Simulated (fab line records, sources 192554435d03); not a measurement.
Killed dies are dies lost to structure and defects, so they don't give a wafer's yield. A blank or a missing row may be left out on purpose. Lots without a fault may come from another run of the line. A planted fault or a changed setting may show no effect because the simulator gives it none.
fab line records | flow n5_finfet
record lots=9 wafers=27 last_day=21
route steps=1938 shown BEOL_M0_SAQP@638 BEOL_M4@1111 PASSIVATION@1936
lots that met no fault: from a run of the same line without faults
start_h: hours from the record's first day to the start of the lot's first wafer shown | wait_h: hours since the lot's step before | " the same as in the row above | L1.1+2: a row that stands for several wafers | - no value, or no start given | * or withheld: withheld | < > ~ a bound
route shown NAME@n: a module of which the file shows steps, and the number in the route of the first | usual: mean/standard deviation of fault-free wafers | same: alike in all rows | chamber/n: place in a boat | sites: the reading at each site | _std_site: their standard deviation | _edge_site: outer sites' mean less inner sites' | radius_mm: how far each site lies from the wafer's centre | mask NAME#n: copy n | behind: the tool/chamber that last shaped the wafer | hold: why the lot was held/for how many hours/how that ended | device: the transistor (n, p or np) that didn't switch | end of line: the same wafers' tests at the end of the route | a step without rows: its recipe alone | killed: dies lost to structure and defects at the first sort, not the wafer's yield | map: a wafer's dies, x killed, . not, _ none there
set.NAME: the setting as run; set.NAME@STEP: as run at that earlier step | model.NAME: the simulator's own value behind a step, which no gauge read
steps of the route over a sample of lots; a table a step, a row a wafer
services: from which hour (start_h, from the record's first day; less than 0 if before it) a tool's chamber was out of use, for how many hours, and why
## steps
# step N5_BEOL_M0_SAQP_PECVD_04
# recipe material=a-Si target_thk_a=600 temp_c=350 precursor=SiH4/He pressure_torr=3 rf_w=100 time_s=60.2
# usual chamber_pressure_Torr=3.000/0.0068 heater_power_w=572/54 showerhead_plenum_p_Torr=5.65/0.039 throttle_valve_pct=18.0/0.57
# columns lot.wafer tool chamber start_h wait_h chamber_pressure_Torr heater_power_w showerhead_plenum_p_Torr throttle_valve_pct
L754.4 pecvd-02 1 128.79 0.0 2.998 535 5.67 17.6
L754.5 " 0 " " 3.007 632 5.68 18.7
L754.6 " 2 " " 2.987 588 5.63 17.5
L756.3 pecvd-04 2 142.74 0.0 3.002 542 5.63 18.0
L756.4 " 1 " " 3.006 551 5.71 17.6
L756.5 " 0 " " 2.999 579 5.60 18.3
L757.1 pecvd-04 2 147.67 0.0 3.001 508 5.63 17.7
L757.2 " 0 " " 2.992 604 5.60 18.6
L757.4 " 2 " " 3.000 533 5.63 18.0
L762.3 pecvd-04 2 180.02 0.0 3.003 471 5.63 18.0
L762.5 " 1 " " 2.992 559 5.71 17.5
L762.6 " 2 " " 2.996 478 5.64 17.7
L764.2 pecvd-02 2 190.92 0.0 2.992 604 5.61 17.8
L764.5 " 2 " " 3.007 503 5.60 17.8
L764.6 " 1 " " 3.008 562 5.65 17.7
L765.1 pecvd-04 1 196.18 0.0 3.007 515 5.71 17.6
L765.2 " 2 " " 2.995 540 5.64 18.1
L765.3 " 0 " " 3.005 577 5.59 18.8
L767.1 pecvd-02 2 207.22 0.0 3.010 556 5.62 17.8
L767.2 " 1 " " 2.987 534 5.65 17.7
L767.3 " 0 " " 2.998 706 5.68 18.5
L771.4 pecvd-02 0 231.31 0.0 3.007 685 5.68 18.5
L771.5 " 2 " " 3.015 611 5.62 18.0
L771.6 " 1 " " 2.999 488 5.66 17.6
L773.3 pecvd-02 1 249.41 0.0 3.004 500 5.67 17.8
L773.4 " 2 " " 3.016 561 5.62 17.9
L773.5 " 0 " " 3.013 710 5.69 18.6
# step N5_BEOL_M0_SAQP_ETCH_84
# recipe chemistry=N2/H2 target=SOC target_depth_a=1000 overetch_a=200 mask_material=SiARC temp_c=40 time_s=150 ion_energy_ev=200 pressure_mtorr=30 source_w=840 bias_w=150 n2_flow_sccm=200 h2_flow_sccm=200
# usual drypump_motor_current_A=5.8/0.35 oes_product_au=0.73/0.067 rf_vpp_V=523.6/2.2 showerhead_plenum_p_Torr=2.53/0.077 throttle_valve_pct=17.79/0.17
# columns lot.wafer tool chamber start_h wait_h drypump_motor_current_A oes_product_au rf_hours_counter_h rf_vpp_V showerhead_plenum_p_Torr throttle_valve_pct
L754.4 rie_diel-01 1 129.57 0.0 5.6 0.66 - 520.0 2.41 18.18
L754.5 " 2 " " 5.7 0.75 - 524.1 2.58 18.02
L754.6 " 3 " " 6.1 0.86 - 526.3 2.61 17.60
L756.3 rie_diel-03 2 144.03 0.0 5.9 0.76 42 525.0 2.59 17.80
L756.4 " 0 " " 6.0 0.80 27 522.0 2.49 17.86
L756.5 " 3 " " 6.2 0.75 - 522.7 2.46 17.54
L757.1 rie_diel-03 1 148.29 0.0 5.2 0.64 211 527.0 2.62 17.70
L757.2 " 0 " " 6.0 0.80 28 522.2 2.49 17.87
L757.4 " 2 " " 5.9 0.76 43 525.5 2.59 17.80
L762.3 rie_diel-01 2 180.67 0.0 5.7 0.73 72 527.0 2.58 18.05
L762.5 " 0 " " 5.4 0.82 - 521.9 2.50 17.75
L762.6 " 1 " " 5.7 0.64 - 519.6 2.40 18.20
L764.2 rie_diel-03 3 191.67 0.0 6.2 0.73 98 521.0 2.46 17.57
L764.5 " 1 " " 5.2 0.63 - 526.0 2.62 17.73
L764.6 " 0 " " 6.0 0.78 - 522.1 2.49 17.88
L765.1 rie_diel-01 2 197.38 0.0 5.7 0.73 79 526.3 2.57 18.05
L765.2 " 1 " " 5.6 0.64 242 520.2 2.40 18.21
L765.3 " 0 " " 5.4 0.81 16 522.3 2.49 17.74
L767.1 rie_diel-03 1 208.11 0.0 5.2 0.63 230 525.2 2.61 17.72
L767.2 " 3 " " 6.2 0.73 103 522.2 2.45 17.58
L767.3 " 2 " " 5.9 0.74 61 524.9 2.59 17.83
L771.4 rie_diel-01 2 231.95 0.0 5.7 0.72 - 526.1 2.57 18.06
L771.5 " 0 " " 5.4 0.79 - 522.3 2.49 17.76
L771.6 " 3 " " 6.1 0.78 - 525.3 2.59 17.66
L773.3 rie_diel-01 1 250.38 0.0 5.6 0.87 1 527.7 2.72 17.81
L773.4 " 2 " " 5.7 0.71 93 523.0 2.57 18.08
L773.5 " 0 " " 5.4 0.78 - 521.9 2.49 17.78
# step N5_BEOL_M0_SAQP_MANDREL_ETCH_20
# recipe target_depth_a=600 chemistry=HBr/Cl2 target=a-Si stop_on=SiNx bt_time_s=10 mask_material=SOC over_etch_frac=0.5 time_s=30 pressure_mtorr=10 icp_w=800 bias_w=75 HBr_flow_sccm=150 Cl2_flow_sccm=80 ends=end_point
# usual drypump_motor_current_A=5.5/0.43 oes_product_au=0.778/0.014 over_etch_frac=0.5/0 throttle_valve_pct=35.26/0.2
# columns lot.wafer tool chamber start_h wait_h drypump_motor_current_A oes_product_au over_etch_frac rf_hours_counter_h throttle_valve_pct
L754.4 rie_si-06 3 129.71 0.0 5.9 0.786 0.5 134 35.35
L754.5 " 3 " " 5.9 0.800 0.5 - 35.35
L754.6 " 0 " " 5.6 0.755 0.5 - 35.64
L756.3 rie_si-02 1 144.22 0.0 5.4 0.793 0.5 37 35.09
L756.4 " 3 " " 4.9 0.766 0.5 28 35.41
L756.5 " 0 " " 5.8 0.773 0.5 - 35.50
L757.1 rie_si-02 0 148.48 0.0 5.8 0.770 0.5 99 35.52
L757.2 " 1 " " 5.4 0.790 0.5 37 35.08
L757.4 " 2 " " 6.0 0.784 0.5 171 34.97
L762.3 rie_si-02 2 180.86 0.0 5.9 0.673 0.8666 172 35.15
L762.5 " 0 " " 5.8 0.687 0.8666 - 35.66
L762.6 " 1 " " 5.4 0.707 0.8666 - 35.23
L764.2 rie_si-02 3 191.86 0.0 4.9 0.686 0.8666 28 35.58
L764.5 " 3 " " 4.9 0.688 0.8666 - 35.56
L764.6 " 0 " " 5.7 0.690 0.8666 - 35.67
L765.1 rie_si-04 3 197.57 0.0 5.3 0.761 0.5 169 35.41
L765.2 " 2 " " 5.0 0.787 0.5 84 35.36
L765.3 " 0 " " 5.3 0.779 0.5 10 35.12
L767.1 rie_si-04 1 208.30 0.0 6.1 0.785 0.5 116 35.05
L767.2 " 0 " " 5.3 0.773 0.5 10 35.15
L767.3 " 2 " " 5.0 0.782 0.5 85 35.38
L771.4 rie_si-04 2 232.09 0.0 5.0 0.808 0.5 85 35.36
L771.5 " 3 " " 5.3 0.767 0.5 - 35.40
L771.6 " 2 " " 5.0 0.795 0.5 - 35.36
L773.3 rie_si-02 3 250.57 0.0 4.9 0.751 0.5 29 35.45
L773.4 " 2 " " 5.9 0.776 0.5 173 34.96
L773.5 " 0 " " 5.8 0.766 0.5 - 35.51
# step N5_BEOL_M0_SAQP_RECESS_114
# recipe chemistry=HF/NH3 target=SiO2 target_depth_a=144 afs_cycles=3 temp_c=30 sublimation_temp_c=180 sublimation_time_s=60
# usual drypump_motor_current_A=5.2/0.34
# same afs_cycles=3
# columns lot.wafer tool chamber start_h wait_h drypump_motor_current_A
L754.4 vapor_etch-02 0 130.07 0.1 5.2
L754.5 " 1 " " 5.1
L754.6 " 0 " " 5.2
L756.3 vapor_etch-01 1 144.59 0.1 5.8
L756.4 " 0 " " 4.7
L756.5 " 0 " " 4.7
L757.1 vapor_etch-02 1 148.86 0.2 5.1
L757.2 " 0 " " 5.3
L757.4 " 1 " " 5.1
L762.3 vapor_etch-02 1 181.24 0.1 5.2
L762.5 " 0 " " 5.2
L762.6 " 1 " " 5.1
L764.2 vapor_etch-02 1 192.09 0.0 5.1
L764.5 " 0 " " 5.2
L764.6 " 1 " " 5.1
L765.1 vapor_etch-02 0 197.88 0.0 5.2
L765.2 " 1 " " 5.1
L765.3 " 1 " " 5.1
L767.1 vapor_etch-02 1 209.92 1.4 5.1
L767.2 " 0 " " 5.2
L767.3 " 1 " " 5.1
L771.4 vapor_etch-01 0 232.44 0.1 4.7
L771.5 " 0 " " 4.7
L771.6 " 1 " " 5.8
L773.3 vapor_etch-02 1 250.93 0.1 5.1
L773.4 " 0 " " 5.2
L773.5 " 0 " " 5.2
# step N5_BEOL_M4_RC_MEAS_101
# usual DIBL_N=36.3/1.1 DIBL_P=36.3/1.4 IOFF_N=0.155/0.019 IOFF_P=0.211/0.027 ION_N=672/8.5 ION_P=462/5.8 SS_N=71.5/0.56 SS_P=73.3/0.52 VT_N=249.9/2.5 VT_P=-249.8/2.8
# columns lot.wafer tool chamber start_h wait_h DIBL_N[mV/V] DIBL_P[mV/V] IOFF_N[nA/um] IOFF_P[nA/um] ION_N[uA/um] ION_P[uA/um] SS_N[mV/dec] SS_P[mV/dec] VT_N[mV] VT_P[mV]
L754.4 prober-01 0 238.37 0.5 37.2 37.1 0.172 0.244 676 472 71.9 73.9 248.4 -244.4
L754.5 " 0 " " 36.5 36.6 0.161 0.243 672 467 71.8 73.0 247.0 -247.3
L754.6 " 0 " " 35.9 35.2 0.140 0.227 669 469 71.0 72.7 252.1 -248.4
L756.3 prober-01 0 257.20 0.3 38.0 36.8 0.165 0.207 667 454 71.7 73.4 248.1 -253.2
L756.4 " 0 " " 37.0 36.1 0.151 0.196 676 456 70.8 72.4 249.1 -252.9
L756.5 " 0 " " 37.8 36.5 0.166 0.200 680 455 71.3 73.5 249.3 -253.1
L757.1 prober-02 0 289.57 0.0 36.7 37.0 0.177 0.217 689 466 71.6 74.0 250.4 -248.3
L757.2 " 0 " " 37.7 37.7 0.182 0.223 677 459 72.3 73.2 245.9 -247.1
L757.4 " 0 " " 36.1 34.9 0.156 0.183 670 456 71.0 73.2 249.7 -251.6
L762.3 prober-01 0 335.78 0.3 34.7 33.6 0.137 0.184 666 458 70.4 72.8 250.3 -251.3
L762.5 " 0 " " 36.8 35.7 0.175 0.211 667 453 71.2 73.8 248.7 -250.6
L762.6 " 0 " " 35.3 34.6 0.146 0.197 665 458 70.7 73.1 248.0 -250.7
L764.2 prober-02 0 355.04 0.2 36.0 35.6 0.151 0.238 667 468 71.7 73.2 248.3 -246.1
L764.5 " 0 " " 34.5 33.9 0.128 0.210 662 464 70.8 72.8 253.7 -245.9
L764.6 " 0 " " 36.7 36.1 0.169 0.253 682 467 71.6 72.9 245.5 -243.8
L773.3 prober-02 0 364.69 0.3 37.2 36.6 0.171 0.241 678 467 72.2 73.7 251.6 -246.2
L773.4 " 0 " " 38.7 36.8 0.196 0.250 671 461 72.8 73.2 246.3 -246.9
L773.5 " 0 " " 37.2 35.6 0.161 0.223 674 464 71.9 73.3 247.5 -249.5
L771.4 prober-01 0 368.66 0.5 34.9 37.6 0.168 0.241 668 470 70.4 73.3 247.3 -247.3
L771.5 " 0 " " 34.3 36.8 0.150 0.235 673 472 71.7 73.1 249.5 -244.4
L771.6 " 0 " " 34.9 36.6 0.157 0.232 665 465 71.8 72.6 251.7 -248.7
L767.1 prober-01 0 376.28 0.0 36.3 36.6 0.168 0.226 687 470 71.9 73.7 247.1 -248.9
L767.2 " 0 " " 36.7 36.6 0.178 0.231 688 471 71.6 74.1 243.7 -246.9
L767.3 " 0 " " 35.7 35.8 0.158 0.221 690 471 71.9 73.8 247.6 -246.9
L765.1 prober-01 0 391.32 0.0 35.9 36.9 0.156 0.221 670 460 70.8 73.5 250.6 -248.0
L765.2 " 0 " " 34.9 36.0 0.146 0.203 679 467 71.2 73.0 247.6 -249.4
L765.3 " 0 " " 35.3 36.3 0.161 0.217 665 463 71.5 72.8 248.6 -246.2
# step N5_PASSIVATION_PROBE_49
# usual defect_limited_yield=91.4/1.2 killed_at_M0_to_M3=34/10 killed_at_M4_up=14/5.1 killed_at_contacts=12/6.4 killed_at_front_end=38/9.3 killed_at_other=4/3 killed_dies=102/15 killed_on_rim=13/3.6 killed_open=67/12 killed_short=33/6.9 sort_bin_5_function=5.0/0.86 sort_bin_6_memory=3.2/0.58 sort_n_pass=1078/15 sort_yield_pct=91.4/1.2
# same gross_dies=1180 killed_at_back_side=0 sort_bin_4_leakage[%]=0 sort_bin_8_speed[%]=0
# columns lot.wafer tool chamber start_h wait_h defect_limited_yield[%] killed_at_M0_to_M3 killed_at_M4_up killed_at_contacts killed_at_front_end killed_at_other killed_dies killed_on_rim killed_open killed_short sort_bin_5_function[%] sort_bin_6_memory[%] sort_n_pass sort_yield_pct[%]
L754.4 prober-02 - 337.33 0.2 92.5 30 10 15 31 2 88 8 53 31 4.2 2.9 1092 92.5
L754.5 prober-02 - 337.38 0.2 90.9 37 15 21 31 3 107 15 81 25 5.3 3.6 1073 90.9
L754.6 prober-02 - 337.43 0.3 91.3 25 17 19 38 4 103 9 69 29 5.8 2.8 1077 91.3
L756.3 prober-01 - 358.41 0.1 90.0 40 17 13 43 5 118 20 69 49 5.3 4.3 1062 90.0
L756.4 prober-01 - 358.46 0.2 93.6 32 10 6 25 3 76 12 43 32 3.5 2.5 1104 93.6
L756.5 prober-01 - 358.51 0.2 91.0 48 13 19 26 0 106 17 65 39 5.8 3.1 1074 91.0
L757.1 prober-01 - 388.53 0.0 91.6 29 13 21 32 4 99 13 71 27 5.3 2.8 1081 91.6
L757.2 prober-01 - 388.58 0.1 92.3 28 9 21 30 3 91 10 63 25 4.8 2.8 1089 92.3
L757.4 prober-01 - 388.68 0.2 90.8 38 7 31 30 2 108 16 75 32 4.7 4.1 1072 90.8
L762.3 prober-01 - 438.56 0.1 92.1 30 20 9 30 4 93 11 63 29 4.1 3.4 1087 92.1
L762.5 prober-01 - 438.66 0.2 91.4 40 10 13 32 6 101 16 61 34 4.9 3.3 1079 91.4
L762.6 prober-01 - 438.71 0.3 92.8 23 5 13 37 7 85 9 47 36 4.3 2.8 1095 92.8
L764.2 prober-02 - 468.68 0.3 91.4 22 8 18 48 6 102 10 64 36 4.9 3.3 1078 91.4
L764.5 prober-02 - 468.83 0.4 92.5 29 9 18 32 0 88 7 61 27 4.2 3.1 1092 92.5
L764.6 prober-02 - 468.88 0.5 91.0 34 10 10 51 1 106 13 60 46 5.8 2.5 1074 91.0
L773.3 prober-02 - 484.24 0.1 88.0 58 15 13 52 4 142 17 106 35 8.0 3.8 1038 88.0
L773.4 prober-02 - 484.29 0.2 89.2 60 9 18 38 3 128 13 86 39 6.1 4.2 1052 89.2
L773.5 prober-02 - 484.34 0.2 91.8 37 9 15 35 1 97 16 73 24 5.8 1.9 1083 91.8
# killed by level:class
L754.4 MOL_CONTACT_COAG:geometric_particle:open=8 BEOL_M0_SAQP:geometric_particle:short=8 GATE_CUT:geometric_particle:short=7 BEOL_M2:geometric_particle:open=6 FIN_SAQP:geometric_particle:open=5 GATE_CUT:geometric_particle:open=5 MOL_CONTACT_COAG:geometric_particle:short=5 BEOL_M3:geometric_particle:open=5
L754.5 MOL_CONTACT_COAG:geometric_particle:open=16 BEOL_M3:geometric_particle:open=9 BEOL_M1:geometric_particle:open=8 GATE_CUT:geometric_particle:short=7 BEOL_M0_SAQP:geometric_particle:open=7 BEOL_M2:geometric_particle:open=6 FIN_SAQP:geometric_particle:open=5 STI_FIN_REVEAL:geometric_particle:open=5
L754.6 STI_FIN_REVEAL:geometric_particle:open=15 MOL_CONTACT_COAG:geometric_particle:open=11 FIN_SAQP:geometric_particle:open=9 MOL_CONTACT_COAG:geometric_particle:short=7 BEOL_M3:geometric_particle:open=6 BEOL_M0_SAQP:geometric_particle:open=5 FIN_SAQP:geometric_particle:short=4 BEOL_M2:geometric_particle:open=4
L756.3 BEOL_M0_SAQP:geometric_particle:short=10 STI_FIN_REVEAL:geometric_particle:open=10 MOL_CONTACT_COAG:geometric_particle:open=8 ILD0:geometric_particle:short=7 DUMMY_GATE:geometric_particle:open=6 BEOL_M2:geometric_particle:open=6 FIN_SAQP:geometric_particle:short=5 FIN_SAQP:geometric_particle:open=5
L756.4 BEOL_M0_SAQP:geometric_particle:short=8 BEOL_M0_SAQP:geometric_particle:open=8 MOL_CONTACT_COAG:geometric_particle:open=6 FIN_SAQP:geometric_particle:open=5 BEOL_M3:geometric_particle:short=5 BEOL_M3:geometric_particle:open=5 BEOL_M4:geometric_particle:open=4 FIN_SAQP:geometric_particle:short=3
L756.5 MOL_CONTACT_COAG:geometric_particle:open=16 BEOL_M0_SAQP:geometric_particle:short=16 BEOL_M0_SAQP:geometric_particle:open=15 BEOL_M4:geometric_particle:open=7 FIN_SAQP:geometric_particle:short=6 FIN_SAQP:geometric_particle:open=4 BEOL_M2:geometric_particle:open=4 BEOL_M3:geometric_particle:open=4
L757.1 MOL_CONTACT_COAG:geometric_particle:open=17 FIN_SAQP:geometric_particle:open=11 BEOL_M0_SAQP:geometric_particle:open=11 BEOL_M0_SAQP:geometric_particle:short=7 BEOL_M4:geometric_particle:open=7 STARTING-WAFER:geometric_particle:open=7 GATE_CUT:geometric_particle:short=6 BEOL_M1:geometric_particle:open=5
L757.2 MOL_CONTACT_COAG:geometric_particle:open=16 BEOL_M1:geometric_particle:open=7 BEOL_M2:geometric_particle:open=7 DUMMY_GATE:geometric_particle:open=6 BEOL_M0_SAQP:geometric_particle:short=5 STI_FIN_REVEAL:geometric_particle:open=5 GATE_CUT:geometric_particle:short=5 MOL_CONTACT_COAG:geometric_particle:short=5
L757.4 MOL_CONTACT_COAG:geometric_particle:open=26 BEOL_M0_SAQP:geometric_particle:short=11 BEOL_M0_SAQP:geometric_particle:open=10 BEOL_M2:geometric_particle:open=8 GATE_CUT:geometric_particle:open=6 STI_FIN_REVEAL:geometric_particle:open=5 MOL_CONTACT_COAG:geometric_particle:short=5 FIN_SAQP:geometric_particle:short=4
L762.3 BEOL_M4:geometric_particle:open=8 MOL_CONTACT_COAG:geometric_particle:open=8 BEOL_M2:geometric_particle:open=7 FIN_SAQP:geometric_particle:open=6 BEOL_M1:geometric_particle:open=6 BEOL_M0_SAQP:geometric_particle:open=5 BEOL_M0_SAQP:geometric_particle:short=5 FIN_SAQP:geometric_particle:short=4
L762.5 FIN_SAQP:geometric_particle:open=12 MOL_CONTACT_COAG:geometric_particle:open=10 FIN_SAQP:geometric_particle:short=9 BEOL_M0_SAQP:geometric_particle:short=8 BEOL_M2:geometric_particle:open=7 BEOL_M1:geometric_particle:open=6 BEOL_M3:geometric_particle:open=5 DUMMY_GATE:geometric_particle:open=4
L762.6 STI_FIN_REVEAL:geometric_particle:open=8 MOL_CONTACT_COAG:geometric_particle:open=8 BEOL_M1:geometric_particle:open=6 FIN_SAQP:geometric_particle:short=5 DUMMY_GATE:geometric_particle:open=5 MOL_CONTACT_COAG:geometric_particle:short=5 BEOL_M0_SAQP:geometric_particle:short=5 STARTING-WAFER:geometric_particle:short=5
L764.2 MOL_CONTACT_COAG:geometric_particle:open=12 STI_FIN_REVEAL:geometric_particle:open=10 FIN_SAQP:geometric_particle:open=9 DUMMY_GATE:geometric_particle:open=7 GATE_CUT:geometric_particle:short=7 MOL_CONTACT_COAG:geometric_particle:short=6 BEOL_M1:geometric_particle:open=4 BEOL_M2:geometric_particle:open=4
L764.5 MOL_CONTACT_COAG:geometric_particle:open=14 BEOL_M2:geometric_particle:open=9 FIN_SAQP:geometric_particle:short=8 BEOL_M0_SAQP:geometric_particle:short=7 BEOL_M4:geometric_particle:open=6 STARTING-WAFER:geometric_particle:open=5 FIN_SAQP:geometric_particle:open=4 GATE_CUT:geometric_particle:open=4
L764.6 GATE_CUT:geometric_particle:short=10 FIN_SAQP:geometric_particle:short=8 BEOL_M0_SAQP:geometric_particle:short=8 BEOL_M2:geometric_particle:open=8 MOL_CONTACT_COAG:geometric_particle:open=7 BEOL_M0_SAQP:geometric_particle:open=7 STARTING-WAFER:geometric_particle:short=6 FIN_SAQP:geometric_particle:open=5
L773.3 BEOL_M0_SAQP:geometric_particle:open=13 BEOL_M2:geometric_particle:open=12 FIN_SAQP:geometric_particle:open=11 MOL_CONTACT_COAG:geometric_particle:open=10 BEOL_M1:geometric_particle:open=10 BEOL_M3:geometric_particle:open=10 STI_FIN_REVEAL:geometric_particle:open=9 STI_FIN_REVEAL:geometric_particle:short=6
L773.4 MOL_CONTACT_COAG:geometric_particle:open=16 BEOL_M0_SAQP:geometric_particle:short=15 BEOL_M0_SAQP:geometric_particle:open=15 STI_FIN_REVEAL:geometric_particle:open=14 BEOL_M2:geometric_particle:open=10 FIN_SAQP:geometric_particle:open=6 BEOL_M3:geometric_particle:open=6 STARTING-WAFER:geometric_particle:open=6
L773.5 BEOL_M2:geometric_particle:open=14 MOL_CONTACT_COAG:geometric_particle:open=14 DUMMY_GATE:geometric_particle:open=9 BEOL_M1:geometric_particle:open=9 STI_FIN_REVEAL:geometric_particle:open=8 BEOL_M0_SAQP:geometric_particle:short=7 FIN_SAQP:geometric_particle:open=6 STARTING-WAFER:geometric_particle:short=5
## services
# columns tool chamber start_h hours kind
rie_diel-03 3 106.94 1.8 repair
rie_diel-03 0 125.34 6.0 repair
rie_diel-01 0 128.42 - clean
rie_diel-01 0 128.42 - consumable_replace:focus_ring
rie_diel-01 0 128.42 12.2 scheduled_down
rie_diel-01 0 128.42 12.2 vent_cycle
pecvd-02 - 135.57 2.8 pm
pecvd-02 - 146.48 1.5 repair
rie_diel-01 2 154.65 6.9 repair
rie_si-06 0 180.07 11.6 repair
rie_diel-01 0 189.86 5.1 repair
rie_si-06 2 193.58 4.4 repair
vapor_etch-01 - 198.71 15.6 pm
rie_diel-01 2 208.89 1.8 repair
pecvd-04 - 210.50 0.8 pm
vapor_etch-01 - 216.11 0.1 repair
pecvd-02 2 218.23 2.1 scheduled_down
rie_diel-01 - 225.35 2.8 pm
rie_diel-01 1 228.66 - clean
rie_diel-01 1 228.66 - consumable_replace:focus_ring
rie_diel-01 1 228.66 - consumable_replace:showerhead
rie_diel-01 1 228.66 18.6 scheduled_down
rie_diel-01 1 228.66 18.6 vent_cycle
rie_si-02 - 237.49 2.8 pm
## key
first_sign step=N5_BEOL_M0_SAQP_MANDREL_ETCH_20 reading=over_etch_frac direction=up sigmas=99+ usual=0.5 struck=0.8666
effect step=N5_BEOL_M0_SAQP_MANDREL_ETCH_20 reading=oes_product_au direction=down sigmas=6.5 usual=0.778 struck=0.688
met_at N5_BEOL_M0_SAQP_MANDREL_ETCH_20
struck_lots L762,L764
not_acting_at N5_BEOL_M0_SAQP_PECVD_04,N5_BEOL_M0_SAQP_ETCH_84,N5_BEOL_M0_SAQP_RECESS_114
onset_between 148.48 180.86
fault kind=process_parameter_drift tool=rie_si-02 chamber=- onset_h=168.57 steps=N5_BEOL_M0_SAQP_MANDREL_ETCH_20 channel=over_etch_frac offset=0.3666 shape=step end_h=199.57 acts_in=these_recipes_only stated=0.5
